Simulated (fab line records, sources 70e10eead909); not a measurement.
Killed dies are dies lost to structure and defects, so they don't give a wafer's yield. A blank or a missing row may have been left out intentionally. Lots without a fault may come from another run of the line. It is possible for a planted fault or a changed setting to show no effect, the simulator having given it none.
fab line records    flow nand-harc    part 1 of 2: steps 1 to 19 of 25
record lots=5  wafers=15  last-day=33
route steps=1302 shown A_STAIRCASE@722
lots with no fault: from the same line, run without faults
start-h: start of the lot's first displayed wafer, in hours after the record's first day    wait-h: time in hours since the lot's previous step    " as in the row above    L1.1+2: a row that stands for several wafers    - no value, or no start given    * or withheld: withheld    < > ~ a bound
route shown NAME@n: NAME is a module with steps in the file, n the number in the route of the first one    usual: the fault-free wafers' mean and standard deviation    same: alike in all rows    chamber/n: place in a boat    sites: each site's reading    _std_site: the values' standard deviation    _edge_site: inner sites' mean taken away from outer sites' mean    radius-mm: for every site, how far away it sits from the centre of the wafer    mask NAME#n: copy n    behind: the most recent tool/chamber to have shaped the wafer    hold: the reason the lot was held/the length of the hold in hours/how it ended    device: the transistor (n, p or np) that didn't switch    end of line: the same wafers' tests at the end of the route    step lacking rows: just its recipe    killed: the dies lost at the first sort to structure and to defects; this is not the yield of the wafer    map: a wafer's dies, x killed, . not, _ none there
set.NAME: the setting that was run; set.NAME@STEP: the one run at that earlier step    model.NAME: the simulator's own value behind a step, which no gauge read
lots at selected steps of the route; one table per step, one row per wafer
services: when a tool's chamber went out of use (start-h, in hours from the record's first day, below 0 if earlier), for how many hours, and the reason
## steps
# step NHARC_A_STAIRCASE_SRD_208
lot.wafer   tool          chamber  start-h  wait-h
L074.4+6+5  wet-bench-07  0,2,3    -        -
L082.1+6+4  wet-bench-07  6,1,2    -        -
L086.6+2+3  wet-bench-07  5,6,1    -        -
L092.1+4+3  wet-bench-07  0,1,5    -        -
L096.3+2+1  wet-bench-01  3,4,6    -        -
# step NHARC_A_STAIRCASE_DEHYDRATE_209
# recipe temp-c=150  time-s=120
# usual exhaust-pa=45.2/0.81  resist-line-temp-C=23.01/0.12
lot.wafer  tool            chamber  start-h  wait-h  exhaust-pa  resist-line-temp-C
L074.4     litho-track-07  0        350.68   -       45.3        23.06
L074.5     "               0        "        "       43.7        23.14
L074.6     "               0        "        "       45.1        23.03
L082.1     litho-track-07  0        449.15   -       44.3        23.07
L082.4     "               0        "        "       45.0        22.90
L082.6     "               0        "        "       45.5        22.85
L086.2     litho-track-03  0        470.09   -       44.5        22.80
L086.3     "               0        "        "       45.5        22.85
L086.6     "               0        "        "       45.0        22.83
L092.1     litho-track-02  0        546.00   -       44.9        23.09
L092.3     "               0        "        "       43.9        23.14
L092.4     "               0        "        "       43.9        23.16
L096.1     litho-track-03  0        588.83   -       44.9        22.85
L096.2     "               0        "        "       45.7        22.97
L096.3     "               0        "        "       44.4        22.96
# step NHARC_A_STAIRCASE_HMDS_210
# recipe time-s=30
# usual exhaust-pa=45.2/0.94  resist-line-temp-C=22.99/0.1
lot.wafer  tool            chamber  start-h  wait-h  exhaust-pa  resist-line-temp-C
L074.4     litho-track-07  0        -        -       44.7        23.16
L074.5     "               0        "        "       45.6        23.05
L074.6     "               0        "        "       43.4        22.96
L082.1     litho-track-07  0        -        -       46.4        23.00
L082.4     "               0        "        "       46.3        23.05
L082.6     "               0        "        "       45.7        23.00
L086.2     litho-track-03  0        -        -       44.1        22.89
L086.3     "               0        "        "       44.6        23.10
L086.6     "               0        "        "       44.4        22.97
L092.1     litho-track-02  0        -        -       44.5        23.00
L092.3     "               0        "        "       44.9        22.89
L092.4     "               0        "        "       44.3        23.06
L096.1     litho-track-03  0        -        -       46.5        22.99
L096.2     "               0        "        "       47.9        22.86
L096.3     "               0        "        "       45.5        22.89
# step NHARC_A_STAIRCASE_COAT_211
# recipe spin-rpm=1200
# usual exhaust-pa=44.9/0.77  resist-line-temp-C=22.98/0.1
lot.wafer  tool            chamber  start-h  wait-h  exhaust-pa  resist-line-temp-C
L074.4     litho-track-07  0        -        -       44.8        22.98
L074.5     "               0        "        "       43.8        23.18
L074.6     "               0        "        "       45.4        22.96
L082.1     litho-track-07  0        -        -       43.6        23.07
L082.4     "               0        "        "       43.9        23.09
L082.6     "               0        "        "       44.7        23.01
L086.2     litho-track-03  0        -        -       44.5        23.20
L086.3     "               0        "        "       45.7        23.32
L086.6     "               0        "        "       43.8        23.20
L092.1     litho-track-02  0        -        -       45.0        23.05
L092.3     "               0        "        "       45.4        23.00
L092.4     "               0        "        "       44.8        23.08
L096.1     litho-track-03  0        -        -       45.1        22.99
L096.2     "               0        "        "       46.3        22.96
L096.3     "               0        "        "       44.0        22.90
# step NHARC_A_STAIRCASE_SOFTBAKE_212
# recipe temp-c=135  time-s=170
# usual exhaust-pa=45.0/0.91  resist-line-temp-C=22.96/0.1
lot.wafer  tool            chamber  start-h  wait-h  exhaust-pa  resist-line-temp-C
L074.4     litho-track-07  0        -        -       44.3        22.98
L074.5     "               0        "        "       42.9        22.89
L074.6     "               0        "        "       45.3        22.91
L082.1     litho-track-07  0        -        -       45.0        22.84
L082.4     "               0        "        "       45.0        22.94
L082.6     "               0        "        "       45.1        22.93
L086.2     litho-track-03  0        -        -       44.6        22.81
L086.3     "               0        "        "       43.9        23.04
L086.6     "               0        "        "       45.0        23.05
L092.1     litho-track-02  0        -        -       45.8        23.21
L092.3     "               0        "        "       44.9        23.08
L092.4     "               0        "        "       45.1        23.00
L096.1     litho-track-03  0        -        -       45.4        22.99
L096.2     "               0        "        "       46.2        23.00
L096.3     "               0        "        "       44.3        23.08
# step NHARC_A_STAIRCASE_EBR_213
# usual exhaust-pa=45.0/0.85  resist-line-temp-C=23.00/0.1
lot.wafer  tool            chamber  start-h  wait-h  exhaust-pa  resist-line-temp-C
L074.4     litho-track-07  0        -        -       45.8        22.83
L074.5     "               0        "        "       45.1        22.84
L074.6     "               0        "        "       44.3        22.91
L082.1     litho-track-07  0        -        -       45.4        22.96
L082.4     "               0        "        "       44.5        22.86
L082.6     "               0        "        "       44.7        22.99
L086.2     litho-track-03  0        -        -       45.6        23.28
L086.3     "               0        "        "       45.9        23.17
L086.6     "               0        "        "       47.2        23.10
L092.1     litho-track-02  0        -        -       45.1        23.04
L092.3     "               0        "        "       44.9        23.05
L092.4     "               0        "        "       46.3        23.03
L096.1     litho-track-03  0        -        -       45.6        23.07
L096.2     "               0        "        "       45.2        22.90
L096.3     "               0        "        "       43.3        23.14
# step NHARC_A_STAIRCASE_EXPOSE_214
# recipe na=0.5  dose-mj=31.26  mask-id=STAIR_3
lot.wafer   tool            chamber  start-h  wait-h  mask
L074.4+5+6  krf-scanner-02  0        351.03   -       STAIR_3#0
L082.1+4+6  krf-scanner-03  0        449.36   -       STAIR_3#0
L086.2+3+6  krf-scanner-03  0        470.42   -       STAIR_3#0
L092.1+3+4  krf-scanner-02  0        546.33   -       STAIR_3#0
L096.1+2+3  krf-scanner-03  0        589.03   -       STAIR_3#0
# step NHARC_A_STAIRCASE_PEB_215
# recipe peb-temp-c=115  peb-time-s=130
# usual exhaust-pa=44.9/0.97  resist-line-temp-C=23.02/0.1
lot.wafer  tool            chamber  start-h  wait-h  exhaust-pa  resist-line-temp-C
L074.4     litho-track-02  0        351.08   0.0     44.6        23.06
L074.5     "               0        "        "       45.1        23.04
L074.6     "               0        "        "       44.5        23.04
L082.1     litho-track-02  0        449.42   0.1     44.4        23.08
L082.4     "               0        "        "       44.5        22.84
L082.6     "               0        "        "       45.6        22.93
L086.2     litho-track-07  0        470.49   0.1     45.0        22.96
L086.3     "               0        "        "       44.7        22.91
L086.6     "               0        "        "       44.7        22.91
L092.1     litho-track-03  0        546.39   0.1     43.3        23.07
L092.3     "               0        "        "       43.7        22.98
L092.4     "               0        "        "       42.7        23.05
L096.1     litho-track-07  0        589.10   0.1     45.7        22.92
L096.2     "               0        "        "       45.6        23.08
L096.3     "               0        "        "       45.1        22.92
# step NHARC_A_STAIRCASE_DEVELOP_216
# recipe time-s=140
# usual exhaust-pa=45.0/0.93  resist-line-temp-C=23.00/0.097
lot.wafer  tool            chamber  start-h  wait-h  exhaust-pa  resist-line-temp-C
L074.4     litho-track-02  0        -        -       45.1        22.94
L074.5     "               0        "        "       45.6        22.97
L074.6     "               0        "        "       45.8        23.04
L082.1     litho-track-02  0        -        -       44.6        22.86
L082.4     "               0        "        "       45.3        22.88
L082.6     "               0        "        "       43.6        23.10
L086.2     litho-track-07  0        -        -       43.4        23.04
L086.3     "               0        "        "       43.5        22.97
L086.6     "               0        "        "       43.9        22.93
L092.1     litho-track-03  0        -        -       45.6        23.17
L092.3     "               0        "        "       45.7        22.98
L092.4     "               0        "        "       45.1        23.03
L096.1     litho-track-07  0        -        -       44.4        22.97
L096.2     "               0        "        "       44.8        23.22
L096.3     "               0        "        "       44.7        23.01
# step NHARC_A_STAIRCASE_HARDBAKE_218
# recipe temp-c=120  time-s=140
# usual exhaust-pa=45.2/0.87  resist-line-temp-C=22.99/0.11
lot.wafer  tool            chamber  start-h  wait-h  exhaust-pa  resist-line-temp-C
L074.4     litho-track-03  0        351.33   -       46.5        23.03
L074.5     "               0        "        "       45.2        22.98
L074.6     "               0        "        "       45.9        23.18
L082.1     litho-track-03  0        449.64   -       44.9        23.06
L082.4     "               0        "        "       45.0        23.07
L082.6     "               0        "        "       44.8        22.97
L086.2     litho-track-02  0        470.71   -       46.8        22.80
L086.3     "               0        "        "       45.3        23.04
L086.6     "               0        "        "       45.2        23.11
L092.1     litho-track-02  0        546.61   -       43.1        23.10
L092.3     "               0        "        "       44.6        22.91
L092.4     "               0        "        "       43.8        22.95
L096.1     litho-track-02  0        589.32   -       45.3        22.99
L096.2     "               0        "        "       44.8        23.11
L096.3     "               0        "        "       46.1        23.01
# step NHARC_A_STAIRCASE_DESCUM_219
# recipe time-s=3  o2-flow-sccm=200  ar-flow-sccm=0  bias-power-w=0  chemistry=O2
# usual drypump-motor-current-A=5.9/0.44  oes-product-au=1.003/0.0076  rf-vpp-V=57.8/0.93  showerhead-plenum-p-Torr=1.90/0.078  throttle-valve-pct=11.312/0.0098
lot.wafer  tool         chamber  start-h  wait-h  drypump-motor-current-A  oes-product-au  rf-hours-counter-h  rf-vpp-V  showerhead-plenum-p-Torr  throttle-valve-pct
L074.4     rie-diel-10  2        351.44   -       6.4                      1.006           36                  57.0      1.84                      11.313
L074.6     "            3        "        "       5.4                      1.011           -                   58.6      1.94                      11.307
L074.5     "            0        "        "       5.9                      1.005           -                   56.3      1.92                      11.314
L082.1     rie-diel-04  0        449.75   -       5.4                      1.004           33                  58.8      1.86                      11.289
L082.6     "            0        "        "       5.4                      1.010           -                   58.7      1.86                      11.309
L082.4     "            1        "        "       6.3                      1.007           -                   57.2      1.90                      11.298
L086.2     rie-diel-04  1        470.80   -       6.4                      1.014           43                  57.5      1.90                      11.326
L086.3     "            3        "        "       5.7                      1.003           46                  58.0      1.79                      11.317
L086.6     "            0        "        "       5.4                      1.006           -                   58.5      1.86                      11.326
L092.3     rie-diel-10  3        546.72   -       5.4                      1.000           41                  57.6      1.92                      11.301
L092.4     "            0        "        "       5.8                      1.006           24                  59.0      1.91                      11.307
L092.1     "            1        "        "       5.8                      1.005           39                  57.6      2.02                      11.319
L096.2     rie-diel-03  0        589.41   -       6.1                      0.991           40                  57.0      2.04                      11.319
L096.1     "            1        "        "       5.2                      0.994           43                  57.6      2.04                      11.320
L096.3     "            3        "        "       6.1                      1.002           40                  57.1      1.96                      11.301
# step NHARC_A_STAIRCASE_TRIM_220
# recipe time-s=211.2  o2-flow-sccm=500  ar-flow-sccm=0  bias-w=0  chemistry=O2
# usual drypump-motor-current-A=5.9/0.41  oes-product-au=1.003/0.007  rf-vpp-V=57.8/0.87  showerhead-plenum-p-Torr=3.52/0.14  throttle-valve-pct=17.037/0.0091
lot.wafer  tool         chamber  start-h  wait-h  drypump-motor-current-A  oes-product-au  rf-hours-counter-h  rf-vpp-V  showerhead-plenum-p-Torr  throttle-valve-pct
L074.4     rie-diel-10  1        351.62   0.2     5.9                      1.010           33                  59.3      3.75                      17.037
L074.5     "            1        "        "       5.9                      0.999           -                   57.9      3.75                      17.032
L074.6     "            2        "        "       6.3                      1.001           -                   58.6      3.40                      17.037
L082.1     rie-diel-04  1        449.84   0.1     6.4                      1.005           30                  57.7      3.51                      17.040
L082.4     "            1        "        "       6.4                      1.010           -                   58.3      3.51                      17.037
L082.6     "            0        "        "       5.4                      0.998           -                   58.2      3.44                      17.049
L086.2     rie-diel-04  3        470.92   0.1     5.7                      1.010           46                  57.6      3.31                      17.037
L086.3     "            0        "        "       5.4                      1.001           44                  57.1      3.44                      17.039
L086.6     "            0        "        "       5.4                      1.001           -                   56.6      3.44                      17.037
L092.1     rie-diel-10  0        546.82   0.1     5.9                      0.994           24                  56.9      3.52                      17.032
L092.4     "            1        "        "       5.9                      1.001           39                  58.0      3.71                      17.036
L092.3     "            2        "        "       6.3                      1.006           41                  56.4      3.37                      17.044
L096.3     rie-diel-03  0        589.51   0.1     6.1                      0.984           40                  58.1      3.75                      17.045
L096.2     "            1        "        "       5.2                      0.978           43                  59.8      3.75                      17.039
L096.1     "            2        "        "       6.8                      0.994           34                  58.1      3.58                      17.030
# step NHARC_A_STAIRCASE_ETCH_221
# recipe target-depth-a=1000  time-s=40.5  ion-energy-ev=400  c4f8-flow-sccm=20  o2-flow-sccm=10  ar-flow-sccm=withheld  rf-w=600  bias-w=1000  chemistry=C4F8/O2
# usual oes-product-au=0.937/0.011  rf-vpp-V=895/5.3
lot.wafer  tool         chamber  start-h  wait-h  oes-product-au  rf-hours-counter-h  rf-vpp-V
L074.4     rie-diel-10  2        -        -       0.925           36                  891
L074.6     "            1        "        "       0.920           -                   904
L074.5     "            2        "        "       0.921           -                   890
L082.1     rie-diel-04  1        -        -       0.929           30                  895
L082.6     "            0        "        "       0.926           -                   893
L082.4     "            1        "        "       0.931           -                   896
L086.2     rie-diel-04  1        -        -       0.936           43                  895
L086.3     "            0        "        "       0.926           45                  894
L086.6     "            3        "        "       0.910           -                   887
L092.3     rie-diel-10  3        -        -       0.935           42                  895
L092.4     "            0        "        "       0.942           24                  895
L092.1     "            2        "        "       0.960           41                  892
L096.2     rie-diel-03  0        -        -       0.921           40                  903
L096.3     "            2        "        "       0.957           34                  899
L096.1     "            3        "        "       0.957           40                  899
# step NHARC_A_STAIRCASE_TRIM_222
# recipe time-s=211.2  o2-flow-sccm=500  ar-flow-sccm=0  bias-w=0  chemistry=O2
# usual drypump-motor-current-A=5.9/0.41  oes-product-au=1.003/0.0072  rf-vpp-V=57.8/0.88  showerhead-plenum-p-Torr=3.52/0.14  throttle-valve-pct=17.036/0.0089
lot.wafer  tool         chamber  start-h  wait-h  drypump-motor-current-A  oes-product-au  rf-hours-counter-h  rf-vpp-V  showerhead-plenum-p-Torr  throttle-valve-pct
L074.4     rie-diel-10  1        -        -       5.8                      1.003           34                  59.2      3.75                      17.012
L074.5     "            1        "        "       5.8                      1.007           -                   58.4      3.75                      17.035
L074.6     "            2        "        "       6.3                      1.005           -                   57.4      3.40                      17.029
L082.1     rie-diel-04  1        -        -       6.4                      1.007           30                  56.6      3.51                      17.051
L082.4     "            3        "        "       5.7                      1.007           -                   58.1      3.32                      17.031
L082.6     "            1        "        "       6.4                      1.001           -                   57.8      3.51                      17.052
L086.2     rie-diel-04  0        -        -       5.4                      1.011           45                  57.7      3.44                      17.025
L086.3     "            1        "        "       6.4                      1.013           43                  56.9      3.50                      17.038
L086.6     "            0        "        "       5.4                      1.008           -                   59.3      3.44                      17.046
L092.3     rie-diel-10  1        -        -       5.9                      1.005           39                  57.7      3.71                      17.025
L092.4     "            2        "        "       6.4                      0.990           41                  57.7      3.37                      17.045
L092.1     "            0        "        "       5.9                      1.004           24                  56.7      3.52                      17.047
L096.3     rie-diel-03  3        -        -       6.0                      1.009           40                  58.1      3.60                      17.021
L096.1     "            0        "        "       6.1                      0.976           40                  57.6      3.75                      17.039
L096.2     "            2        "        "       6.8                      0.998           34                  59.0      3.58                      17.043
# step NHARC_A_STAIRCASE_ETCH_223
# recipe target-depth-a=1000  time-s=40.5  ion-energy-ev=400  c4f8-flow-sccm=20  o2-flow-sccm=10  ar-flow-sccm=withheld  rf-w=600  bias-w=1000  chemistry=C4F8/O2
# usual oes-product-au=0.943/0.0093  rf-vpp-V=895/5.1
lot.wafer  tool         chamber  start-h  wait-h  oes-product-au  rf-hours-counter-h  rf-vpp-V
L074.4     rie-diel-10  0        -        -       0.944           30                  897
L074.5     "            2        "        "       0.940           -                   891
L074.6     "            3        "        "       0.948           -                   896
L082.1     rie-diel-04  1        -        -       0.937           31                  895
L082.4     "            3        "        "       0.932           -                   888
L082.6     "            3        "        "       0.944           -                   888
L086.3     rie-diel-04  1        -        -       0.940           43                  895
L086.2     "            3        "        "       0.926           47                  888
L086.6     "            1        "        "       0.945           -                   896
L092.3     rie-diel-10  1        -        -       0.939           39                  902
L092.1     "            2        "        "       0.936           41                  890
L092.4     "            3        "        "       0.953           42                  896
L096.1     rie-diel-03  3        -        -       0.939           41                  900
L096.3     "            1        "        "       0.944           44                  903
L096.2     "            2        "        "       0.949           34                  898
# step NHARC_A_STAIRCASE_TRIM_224
# recipe time-s=211.2  o2-flow-sccm=500  ar-flow-sccm=0  bias-w=0  chemistry=O2
# usual drypump-motor-current-A=5.9/0.42  oes-product-au=1.001/0.0077  rf-vpp-V=57.8/0.91  showerhead-plenum-p-Torr=3.51/0.14  throttle-valve-pct=17.036/0.0095
lot.wafer  tool         chamber  start-h  wait-h  drypump-motor-current-A  oes-product-au  rf-hours-counter-h  rf-vpp-V  showerhead-plenum-p-Torr  throttle-valve-pct
L074.4     rie-diel-10  2        -        -       6.3                      1.003           36                  58.3      3.40                      17.033
L074.6     "            1        "        "       5.8                      0.991           -                   58.3      3.75                      17.036
L074.5     "            2        "        "       6.3                      1.007           -                   59.0      3.40                      17.045
L082.1     rie-diel-04  3        -        -       5.7                      1.008           34                  57.5      3.32                      17.046
L082.4     "            1        "        "       6.4                      1.003           -                   56.9      3.51                      17.040
L082.6     "            1        "        "       6.4                      1.007           -                   58.7      3.51                      17.056
L086.3     rie-diel-04  3        -        -       5.7                      1.012           47                  57.7      3.31                      17.032
L086.2     "            0        "        "       5.4                      1.005           45                  57.6      3.44                      17.033
L086.6     "            0        "        "       5.4                      1.008           -                   57.6      3.44                      17.030
L092.4     rie-diel-10  2        -        -       6.4                      1.008           41                  58.8      3.37                      17.035
L092.3     "            0        "        "       5.9                      1.008           24                  59.6      3.52                      17.032
L092.1     "            1        "        "       5.9                      0.999           39                  58.8      3.71                      17.045
L096.3     rie-diel-03  3        -        -       6.1                      1.010           41                  58.7      3.60                      17.032
L096.2     "            0        "        "       6.1                      0.991           40                  57.9      3.75                      17.022
L096.1     "            1        "        "       5.2                      0.988           44                  60.9      3.75                      17.042
# step NHARC_A_STAIRCASE_ETCH_225
# recipe target-depth-a=1000  time-s=40.5  ion-energy-ev=400  c4f8-flow-sccm=20  o2-flow-sccm=10  ar-flow-sccm=withheld  rf-w=600  bias-w=1000  chemistry=C4F8/O2
# usual oes-product-au=0.944/0.01  rf-vpp-V=896/5.2
lot.wafer  tool         chamber  start-h  wait-h  oes-product-au  rf-hours-counter-h  rf-vpp-V
L074.4     rie-diel-10  3        -        -       0.938           35                  899
L074.6     "            0        "        "       0.955           -                   895
L074.5     "            1        "        "       0.936           -                   903
L082.1     rie-diel-04  1        -        -       0.949           31                  894
L082.4     "            1        "        "       0.955           -                   895
L082.6     "            1        "        "       0.945           -                   896
L086.2     rie-diel-04  1        -        -       0.948           43                  894
L086.3     "            3        "        "       0.938           47                  888
L086.6     "            3        "        "       0.946           -                   888
L092.4     rie-diel-10  2        -        -       0.955           42                  891
L092.3     "            0        "        "       0.965           24                  897
L092.1     "            1        "        "       0.953           39                  902
L096.2     rie-diel-03  1        -        -       0.931           44                  904
L096.3     "            3        "        "       0.945           41                  899
L096.1     "            0        "        "       0.919           40                  904
# step NHARC_A_STAIRCASE_TRIM_226
# recipe time-s=211.2  o2-flow-sccm=500  ar-flow-sccm=0  bias-w=0  chemistry=O2
# usual drypump-motor-current-A=5.9/0.41  oes-product-au=1.003/0.0077  rf-vpp-V=57.7/0.9  showerhead-plenum-p-Torr=3.52/0.14  throttle-valve-pct=17.037/0.0092
lot.wafer  tool         chamber  start-h  wait-h  drypump-motor-current-A  oes-product-au  rf-hours-counter-h  rf-vpp-V  showerhead-plenum-p-Torr  throttle-valve-pct
L074.4     rie-diel-10  2        -        -       6.3                      1.006           36                  57.8      3.40                      17.030
L074.5     "            2        "        "       6.4                      1.005           -                   56.4      3.40                      17.042
L074.6     "            3        "        "       5.4                      1.013           -                   56.4      3.57                      17.026
L082.1     rie-diel-04  3        -        -       5.7                      0.995           34                  58.3      3.32                      17.032
L082.4     "            3        "        "       5.7                      0.989           -                   55.7      3.32                      17.034
L082.6     "            3        "        "       5.7                      0.998           -                   57.7      3.32                      17.031
L086.2     rie-diel-04  1        -        -       6.4                      1.006           43                  57.0      3.50                      17.031
L086.3     "            3        "        "       5.7                      1.004           47                  57.7      3.31                      17.033
L086.6     "            1        "        "       6.4                      1.011           -                   57.9      3.50                      17.047
L092.1     rie-diel-10  3        -        -       5.4                      1.006           42                  57.9      3.53                      17.037
L092.4     "            1        "        "       5.8                      1.004           39                  58.6      3.71                      17.039
L092.3     "            2        "        "       6.4                      1.004           42                  58.6      3.37                      17.035
L096.1     rie-diel-03  2        -        -       6.9                      1.005           34                  58.6      3.58                      17.023
L096.2     "            3        "        "       6.1                      1.005           41                  57.5      3.60                      17.036
L096.3     "            0        "        "       6.1                      0.994           40                  57.1      3.75                      17.047
# step NHARC_A_STAIRCASE_ETCH_227
# recipe target-depth-a=1000  time-s=40.5  ion-energy-ev=400  c4f8-flow-sccm=20  o2-flow-sccm=10  ar-flow-sccm=withheld  rf-w=600  bias-w=1000  chemistry=C4F8/O2
# usual oes-product-au=0.944/0.0092  rf-vpp-V=896/5.1
lot.wafer  tool         chamber  start-h  wait-h  oes-product-au  rf-hours-counter-h  rf-vpp-V
L074.4     rie-diel-10  3        -        -       0.951           35                  897
L074.5     "            3        "        "       0.954           -                   897
L074.6     "            0        "        "       0.953           -                   896
L082.1     rie-diel-04  1        -        -       0.942           31                  896
L082.4     "            3        "        "       0.933           -                   887
L082.6     "            1        "        "       0.950           -                   895
L086.2     rie-diel-04  1        -        -       0.943           43                  895
L086.3     "            0        "        "       0.947           45                  893
L086.6     "            1        "        "       0.940           -                   894
L092.4     rie-diel-10  2        -        -       0.958           42                  890
L092.3     "            3        "        "       0.952           42                  896
L092.1     "            0        "        "       0.951           24                  895
L096.3     rie-diel-03  0        -        -       0.944           40                  903
L096.2     "            1        "        "       0.942           44                  904
L096.1     "            3        "        "       0.949           41                  899
